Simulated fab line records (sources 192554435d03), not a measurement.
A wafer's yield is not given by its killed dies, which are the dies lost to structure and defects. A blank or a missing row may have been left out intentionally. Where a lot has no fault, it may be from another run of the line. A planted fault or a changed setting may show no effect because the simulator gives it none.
Split-lot experiment + flow n5Finfet + route with 1938 steps; 7 lots, 21 wafers read

## ON THE SPLIT
At N5_DUMMY_GATE_COAT_35 (time 60 s, resist thk 10 nm), the setting spinRpm was moved away from the recipe's 1500 rpm on 7 of the 21 wafers read, by -10.2% to +6.0%. This setting was run at the recipe's value on the other wafers.

## FROM THE SPLIT TO THE READING: what the file shows between them, 4 steps
- N5_DUMMY_GATE_COAT_28: time 60 s, resist thk 10 nm
- N5_DUMMY_GATE_COAT_09: resist thk 30 nm
- N5_DUMMY_GATE_ETCH_29: etches underlayer in N2/H2, target depth 13 nm
- N5_DUMMY_GATE_ETCH_36: etches SiARC in CF4, target depth 13 nm

## THE READING
SiARC_of_DUMMY_GATE_COAT_35.thkNm (the simulator's own value, which no gauge read), in nm, at N5_DUMMY_GATE_ETCH_37 (etches SOC in N2/H2, target depth 60 nm, overetch 30 nm). There is no usual value for it anywhere in the file. Across the 14 wafers here that went through the recipe, the average is 5.1 nm and the standard deviation 0.18 nm.

| wafer  | tool, chamber at the split | spinRpm as run, rpm | against the recipe | SiARC_of_DUMMY_GATE_COAT_35.thkNm, nm | against lot-mates on the recipe |
|--------|----------------------------|---------------------|--------------------|---------------------------------------|---------------------------------|
| L075.2 | lithoTrack-03, 0           | 1546                | +3.1%              | 4.8                                   | -0.4                            |
| L075.4 | lithoTrack-03, 0           | 1500                | recipe             | 5.2                                   | -                               |
| L075.6 | lithoTrack-03, 0           | 1500                | recipe             | 5.2                                   | -                               |
| L076.2 | lithoTrack-03, 0           | 1500                | recipe             | 4.8                                   | -                               |
| L076.4 | lithoTrack-03, 0           | 1395                | -7.0%              | 5.6                                   | +0.7                            |
| L076.6 | lithoTrack-03, 0           | 1500                | recipe             | 5                                     | -                               |
| L079.1 | lithoTrack-03, 0           | 1590                | +6.0%              | 4.6                                   | -0.8                            |
| L079.4 | lithoTrack-03, 0           | 1590                | +6.0%              | 4.8                                   | -0.6                            |
| L079.6 | lithoTrack-03, 0           | 1500                | recipe             | 5.4                                   | -                               |
| L083.2 | lithoTrack-01, 0           | 1500                | recipe             | 5.4                                   | -                               |
| L083.4 | lithoTrack-01, 0           | 1500                | recipe             | 5.2                                   | -                               |
| L083.5 | lithoTrack-01, 0           | 1347                | -10.2%             | 5.8                                   | +0.5                            |
| L087.1 | lithoTrack-04, 0           | 1364                | -9.1%              | 5.8                                   | +0.6                            |
| L087.5 | lithoTrack-04, 0           | 1364                | -9.1%              | 5.6                                   | +0.4                            |
| L087.6 | lithoTrack-04, 0           | 1500                | recipe             | 5.2                                   | -                               |
| L092.1 | lithoTrack-04, 0           | 1500                | recipe             | 4.8                                   | -                               |
| L092.5 | lithoTrack-04, 0           | 1500                | recipe             | 5                                     | -                               |
| L092.6 | lithoTrack-04, 0           | 1500                | recipe             | 5                                     | -                               |
| L096.2 | lithoTrack-04, 0           | 1500                | recipe             | 5                                     | -                               |
| L096.3 | lithoTrack-04, 0           | 1500                | recipe             | 5                                     | -                               |
| L096.4 | lithoTrack-04, 0           | 1500                | recipe             | 5.2                                   | -                               |

FIT RESULTS
A straight line over all 21 wafers: SiARC_of_DUMMY_GATE_COAT_35.thkNm changes by -0.0685 nm for each +1% of spinRpm; r = -0.88; the points scatter about the line by 0.16 nm.
The same after taking each lot's own level away (the mean of its wafers on the recipe; 21 wafers): -0.0746 nm for each +1%; r = -0.92; scatter 0.14 nm.
The reading moves by 0.76 nm for the largest change in spinRpm, on that fit.
From 4.90 to 5.40 nm: that is the span of the lots' own levels, equal to 2.8 times the standard deviation above.
Consequently the slope shifts little with the lot-to-lot level, the two slopes agreeing.
Check: with one of the wafers moved furthest among these (-10.2%) left out of the fit, the line predicts +0.786 nm for it against its lot-mates. It came out at +0.5 nm against them.

## FURTHER SPLITS ON THESE WAFERS
Note: prior to the reading, these wafers also went through further splits. Each is held against what the fit with the lots' levels taken away leaves over:
| other split on the same wafers       | wafers away from the commonest value | r with SiARC_of_DUMMY_GATE_COAT_35.thkNm (lot level and that fit taken away) |
|--------------------------------------|--------------------------------------|------------------------------------------------------------------------------|
| N5_FIN_SAQP_SPACER1_ALD_24 aldCycles | 12                                   | -0.39                                                                        |
| N5_FIN_CUT_EXPOSE_05 doseMj          | 5                                    | -0.25                                                                        |
| N5_DUMMY_GATE_PECVD_30 timeS         | 7                                    | -0.06                                                                        |

## THE WHOLE CHAIN: every reading that the file lists as answering this split, in the file's order
| step                  | what it does                                            | reading                                                                            | change (the file's fit)                | r (the file's) |
|-----------------------|---------------------------------------------------------|------------------------------------------------------------------------------------|----------------------------------------|----------------|
| N5_DUMMY_GATE_COAT_35 | time 60 s, resist thk 10 nm                             | SiARC_of_DUMMY_GATE_COAT_35.thkNm (the simulator's own value, which no gauge read) | -0.049 nm for each +1% of the setting  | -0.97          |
| N5_DUMMY_GATE_ETCH_37 | etches SOC in N2/H2, target depth 60 nm, overetch 30 nm | SiARC_of_DUMMY_GATE_COAT_35.thkNm (the simulator's own value, which no gauge read) | -0.0711 nm for each +1% of the setting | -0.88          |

## THE FILE'S OWN FIT
SiARC_of_DUMMY_GATE_COAT_35.thkNm changes by -0.0711 nm for each +1% of spinRpm, r = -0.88.
